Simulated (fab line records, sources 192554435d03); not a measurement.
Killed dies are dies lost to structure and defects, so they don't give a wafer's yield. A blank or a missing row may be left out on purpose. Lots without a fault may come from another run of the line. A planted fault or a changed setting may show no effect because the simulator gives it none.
Which tool did it? | flow n5_finfet | 12 lots, 36 wafers sampled, at 1 step of a route of 1938

WHAT THE GAUGES READ, wafer by wafer
N5_BEOL_M4_OCD_MEAS_38.
lot  | measured     | on     | trench_depth_nm (nm)
L074 | day 8 18:32  | ocd-02 | 55.6 56.0 57.2
L077 | day 9 03:15  | ocd-02 | 56.6 55.8 57.0
L078 | day 9 09:14  | ocd-02 | 56.5 56.2 55.0
L082 | day 9 13:52  | ocd-02 | 56.3 56.6 56.4
L083 | day 10 09:44 | ocd-01 | 56.1 56.8 55.8
L084 | day 11 07:09 | ocd-01 | 56.8 55.8 57.1
L087 | day 11 10:30 | ocd-02 | 56.0 54.9 55.4
L088 | day 11 15:53 | ocd-02 | 56.3 55.7 56.6
L090 | day 12 02:56 | ocd-02 | 57.1 56.2 57.4
L092 | day 12 10:43 | ocd-02 | 56.0 55.1 56.0
L095 | day 13 21:14 | ocd-02 | 55.4 56.7 56.1
L096 | day 14 03:47 | ocd-02 | 56.3 55.2 56.1

WHICH TOOL RAN EACH LOT (tool, then ch and the chambers of the sampled wafers, then the start)
The record holds no process step before these readings.

THE ANSWER, worked out from the rows above alone
Rule: what is usual is taken from the lots themselves. Put in order of their means at a reading, lots are off if they are a third of the lots or fewer, leave a main group of 4 or more, and stand apart from it by a gap of 3 or more times the standard deviation of the main group's means; of several such gaps the widest counts. A main group whose means are all the same, to the digits that the tables above print for the reading, isn't used. A lot without any number at a reading at which 4 lots or more have one is off too. The other lots that the step has rows for count as sound.
No lot is off at any reading shown: from this, nothing can be told.

WHAT THE SIMULATOR HAD PUT IN
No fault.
